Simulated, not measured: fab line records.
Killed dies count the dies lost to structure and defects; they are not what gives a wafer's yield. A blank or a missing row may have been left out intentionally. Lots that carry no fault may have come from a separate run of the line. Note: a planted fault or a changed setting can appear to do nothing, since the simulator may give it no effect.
Chamber matching | flow n5_finfet | 3 sister chambers for N5_BEOL_M3_ALD_84 on ald_metal-01
The step deposits TaN, pulse time 2 s, purge time 3 s, co reactant purge time 2 s. 6 wafers are shown with their chamber, then 5 later ones without.

== WAFERS, EACH WITH ITS CHAMBER ==
wafer  | chamber | heater_power_w (W)
L078.1 | 3       | 483
L080.2 | 3       | 484
L080.3 | 1       | 372
L080.6 | 0       | 492
L081.1 | 1       | 373
L081.3 | 0       | 502

== WAFERS WITH NO CHAMBER GIVEN ==
wafer  | heater_power_w (W)
L081.5 | 495
L094.1 | 368
L094.2 | 483
L094.3 | 488
L094.5 | 474

== EACH ONE'S CHAMBER ==
wafer  | from the rows above     | in truth
L081.5 | 0                       | 0
L094.1 | 1                       | 1
L094.2 | 3                       | 3
L094.3 | can't be placed: 3 or 0 | 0
L094.5 | 3                       | 3
Correct placement for 4 of the 5. From these rows, 1 cannot be placed; in 1 the true chamber is one of the candidates. Wrongly placed: 0.
How it was worked out, from the rows above alone: a wafer's distance from a chamber is the root of the sum, over the readings, of the square of ((its reading less the chamber's mean) divided by the reading's scatter). If the next closest chamber is less than 2 further off than the closest, the wafer can't be placed; otherwise it belongs to the closest. A chamber's mean is the mean of its shown wafers. The scatter: take each reading less its chamber's mean, square it, sum over the shown wafers, divide by the number of wafers less the number of chambers, and take the root.
